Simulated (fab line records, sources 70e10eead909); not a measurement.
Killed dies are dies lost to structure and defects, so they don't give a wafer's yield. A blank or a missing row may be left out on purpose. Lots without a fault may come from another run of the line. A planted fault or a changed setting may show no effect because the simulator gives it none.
fab line records | flow nand_harc
record lots=7 wafers=21 last_day=33
route steps=1302 shown P_GATE@163
lots that met no fault: from a run of the same line without faults
start_h: hours from the record's first day to the start of the lot's first wafer shown | wait_h: hours since the lot's step before | " the same as in the row above | L1.1+2: a row that stands for several wafers | - no value, or no start given | * or withheld: withheld | < > ~ a bound
route shown NAME@n: a module of which the file shows steps, and the number in the route of the first | usual: mean/standard deviation of fault-free wafers | same: alike in all rows | chamber/n: place in a boat | sites: the reading at each site | _std_site: their standard deviation | _edge_site: outer sites' mean less inner sites' | radius_mm: how far each site lies from the wafer's centre | mask NAME#n: copy n | behind: the tool/chamber that last shaped the wafer | hold: why the lot was held/for how many hours/how that ended | device: the transistor (n, p or np) that didn't switch | end of line: the same wafers' tests at the end of the route | a step without rows: its recipe alone | killed: dies lost to structure and defects at the first sort, not the wafer's yield | map: a wafer's dies, x killed, . not, _ none there
set.NAME: the setting as run; set.NAME@STEP: as run at that earlier step | model.NAME: the simulator's own value behind a step, which no gauge read
lots at some steps of the route; a table a step, a row a wafer
services: from which hour (start_h, from the record's first day; less than 0 if before it) a tool's chamber was out of use, for how many hours, and why
## steps
# step NHARC_P_GATE_HMDS_39
# recipe time_s=30
# step NHARC_P_GATE_COAT_40
# recipe spin_rpm=3000
# step NHARC_P_GATE_SOFTBAKE_41
# recipe temp_c=122 time_s=95
# step NHARC_P_GATE_EBR_42
# step NHARC_P_GATE_EXPOSE_43
# recipe na=0.6 target_cd_nm=720 dose_mj=14.81 mask_id=P_NSD
# step NHARC_P_GATE_PEB_44
# recipe peb_temp_c=118 peb_time_s=85
# step NHARC_P_GATE_DEVELOP_45
# recipe time_s=70
# step NHARC_P_GATE_CD_MEAS_46
# recipe target_cd_nm=720 landing_energy_ev=500
# usual cd_nm=720.4/2
# columns lot.wafer tool chamber start_h wait_h cd_nm
L533.1 cd_sem-01 0 113.76 - 720.5
L533.4 " 0 " " 719.4
L533.5 " 0 " " 720.0
L537.3 cd_sem-03 0 150.71 - 719.3
L537.4 " 0 " " 718.7
L537.6 " 0 " " 718.6
L538.2 cd_sem-01 0 164.29 - 717.6
L538.5 " 0 " " 718.0
L538.6 " 0 " " 719.3
L539.2 cd_sem-03 0 169.22 - 720.5
L539.4 " 0 " " 725.2
L539.6 " 0 " " 721.7
L552.2 cd_sem-01 0 304.88 - 721.2
L552.3 " 0 " " 723.1
L552.4 " 0 " " 718.2
L553.2 cd_sem-03 0 313.98 - 720.8
L553.4 " 0 " " 725.8
L553.5 " 0 " " 721.3
L554.4 cd_sem-03 0 323.03 - 723.5
L554.5 " 0 " " 722.0
L554.6 " 0 " " 726.5
# step NHARC_P_GATE_HARDBAKE_47
# recipe temp_c=125 time_s=80
# step NHARC_P_GATE_DESCUM_48
# recipe time_s=3 o2_flow_sccm=200 ar_flow_sccm=0 bias_power_w=0 chemistry=O2
# usual drypump_motor_current_A=5.7/0.47 oes_product_au=0.999/0.0092 rf_vpp_V=57.8/0.84 showerhead_plenum_p_Torr=1.93/0.039 throttle_valve_pct=11.312/0.0076
# columns lot.wafer tool chamber start_h wait_h drypump_motor_current_A oes_product_au rf_hours_counter_h rf_vpp_V showerhead_plenum_p_Torr throttle_valve_pct
L533.1 rie_diel-13 1 113.92 - 5.1 1.001 9 57.6 1.89 11.316
L533.4 " 3 " " 5.6 1.000 9 57.5 1.93 11.319
L533.5 " 2 " " 6.5 0.995 - 57.2 1.96 11.323
L537.3 rie_diel-10 2 150.90 - 5.8 1.010 5 57.5 1.89 11.315
L537.4 " 0 " " 6.2 0.990 - 58.6 1.99 11.315
L537.6 " 1 " " 5.6 1.005 - 57.7 1.91 11.301
L538.2 rie_diel-13 0 164.47 - 5.0 0.998 10 59.5 1.93 11.302
L538.6 " 2 " " 6.5 1.011 - 56.9 1.96 11.303
L538.5 " 3 " " 5.6 1.001 - 58.7 1.93 11.307
L539.2 rie_diel-09 1 169.40 - 6.1 0.998 1 57.0 1.81 11.318
L539.4 " 2 " " 6.3 0.990 1 56.9 1.96 11.315
L539.6 " 0 " " 5.9 1.006 - 59.6 2.03 11.313
L552.2 rie_diel-10 0 305.04 - 6.2 0.994 4 58.6 1.99 11.295
L552.3 " 1 " " 5.6 0.985 3 57.4 1.91 11.315
L552.4 " 0 " " 6.2 0.991 - 58.0 1.99 11.312
L553.2 rie_diel-10 1 314.15 - 5.6 0.994 4 57.3 1.91 11.303
L553.4 " 2 " " 5.8 1.012 4 58.3 1.89 11.310
L553.5 " 1 " " 5.7 1.001 - 58.2 1.91 11.310
L554.4 rie_diel-13 0 323.20 - 5.0 0.997 8 57.4 1.92 11.318
L554.6 " 2 " " 6.5 1.001 - 57.2 1.95 11.312
L554.5 " 3 " " 5.6 0.999 - 58.0 1.93 11.306
# step NHARC_P_GATE_IMPLANT_49
# recipe energy_kev=30 dose_cm2=3e+15 tilt_deg=7
# step NHARC_P_GATE_STRIP_111
# recipe power_w=1500 temp_c=110 time_s=250 chemistry=N2/H2
# usual drypump_motor_current_A=5.70/0.17 heater_power_w=95/6.4
# columns lot.wafer tool chamber start_h wait_h drypump_motor_current_A heater_power_w rf_hours_counter_h
L533.1 plasma_asher-01 1 114.34 0.2 5.54 89 25
L533.4 " 1 " " 5.50 87 -
L533.5 " 0 " " 5.78 91 -
L537.4 plasma_asher-01 0 151.37 0.2 5.75 91 -
L537.3 " 1 " " 5.55 85 -
L537.6 " 1 " " 5.56 86 -
L538.2 plasma_asher-01 1 164.86 0.2 5.53 87 36
L538.6 " 0 " " 5.77 90 -
L538.5 " 1 " " 5.54 88 -
L539.2 plasma_asher-02 1 169.80 0.2 5.95 109 17
L539.4 " 1 " " 5.98 104 -
L539.6 " 0 " " 5.50 92 -
L552.2 plasma_asher-02 1 305.49 0.2 5.95 102 9
L552.4 " 0 " " 5.51 93 -
L552.3 " 1 " " 5.96 103 -
L553.2 plasma_asher-01 0 314.56 0.2 5.76 91 29
L553.4 " 0 " " 5.75 91 -
L553.5 " 0 " " 5.76 91 -
L554.4 plasma_asher-01 0 323.69 0.3 5.78 91 -
L554.5 " 1 " " 5.55 94 -
L554.6 " 0 " " 5.76 90 -
# step NHARC_P_GATE_STRIP_75
# recipe power_w=1500 temp_c=250 chemistry=O2
# usual drypump_motor_current_A=5.71/0.17 heater_power_w=357/25
# columns lot.wafer tool chamber start_h wait_h drypump_motor_current_A heater_power_w rf_hours_counter_h
L533.1 plasma_asher-01 1 114.60 0.2 5.54 330 26
L533.4 " 1 " " 5.53 325 -
L533.5 " 0 " " 5.76 342 -
L537.4 plasma_asher-01 0 151.59 0.2 - - -
L537.3 " 1 " " - - -
L537.6 " 1 " " - - -
L538.2 plasma_asher-01 1 165.12 0.2 - - -
L538.6 " 0 " " - - -
L538.5 " 1 " " - - -
L539.2 plasma_asher-02 1 170.06 0.2 - - -
L539.4 " 1 " " - - -
L539.6 " 0 " " - - -
L552.2 plasma_asher-02 1 305.75 0.2 5.95 387 9
L552.4 " 0 " " 5.53 355 -
L552.3 " 1 " " 5.98 382 -
L553.2 plasma_asher-01 0 314.82 0.2 5.76 340 29
L553.4 " 0 " " 5.78 340 -
L553.5 " 0 " " 5.78 333 -
L554.4 plasma_asher-01 0 323.88 0.1 5.80 336 -
L554.5 " 1 " " 5.52 355 -
L554.6 " 0 " " 5.79 334 -
# step NHARC_P_GATE_STRIP_50
# recipe time_s=900 temp_c=130 chemistry=SPM
## services
# columns tool chamber start_h hours kind
rie_diel-13 3 103.93 4.5 repair
rie_diel-10 2 106.00 4.0 repair
rie_diel-09 3 132.68 1.2 repair
rie_diel-13 - 133.65 0.4 repair
rie_diel-10 3 137.84 14.4 repair
rie_diel-13 1 142.36 4.2 repair
rie_diel-09 - 143.44 9.0 pm
plasma_asher-01 0 165.18 9.0 vent_cycle
rie_diel-13 - 165.32 9.0 pm
plasma_asher-01 0 174.18 - clean
plasma_asher-01 1 174.18 - clean
rie_diel-10 - 183.04 1.2 repair
plasma_asher-01 - 193.37 1.1 repair
rie_diel-10 0 203.53 2.6 repair
rie_diel-09 1 227.65 4.3 repair
plasma_asher-02 - 240.46 0.3 repair
rie_diel-10 - 242.50 9.0 pm
rie_diel-13 3 243.16 34.5 repair
plasma_asher-02 - 249.32 9.0 pm
rie_diel-10 3 268.21 15.9 repair
plasma_asher-01 - 286.73 1.5 repair
rie_diel-10 3 302.90 9.9 repair
rie_diel-09 - 307.35 0.5 repair
rie_diel-09 - 320.44 9.0 pm
## key
first_sign step=NHARC_P_GATE_STRIP_75 reading=tool_record direction=missing
effect none on later readings
met_at NHARC_P_GATE_STRIP_75
struck_wafers L537.3,L537.4,L537.6,L538.2,L538.5,L538.6,L539.2,L539.4,L539.6
tester_left_out L537,L538,L539
onset_between 114.60 151.59
fault kind=skipped_step_whole tool=plasma_asher-01,plasma_asher-02 chamber=- onset_h=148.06 steps=NHARC_P_GATE_STRIP_75 scope=struck_lots_only
# tester_left_out: of these lots the tester's yield and bins aren't shown, on N5 and GAA mostly nor the transistor test; their killed dies are dies lost to structure and defects alone, not to doping, threshold or leakage, so they don't give the yield
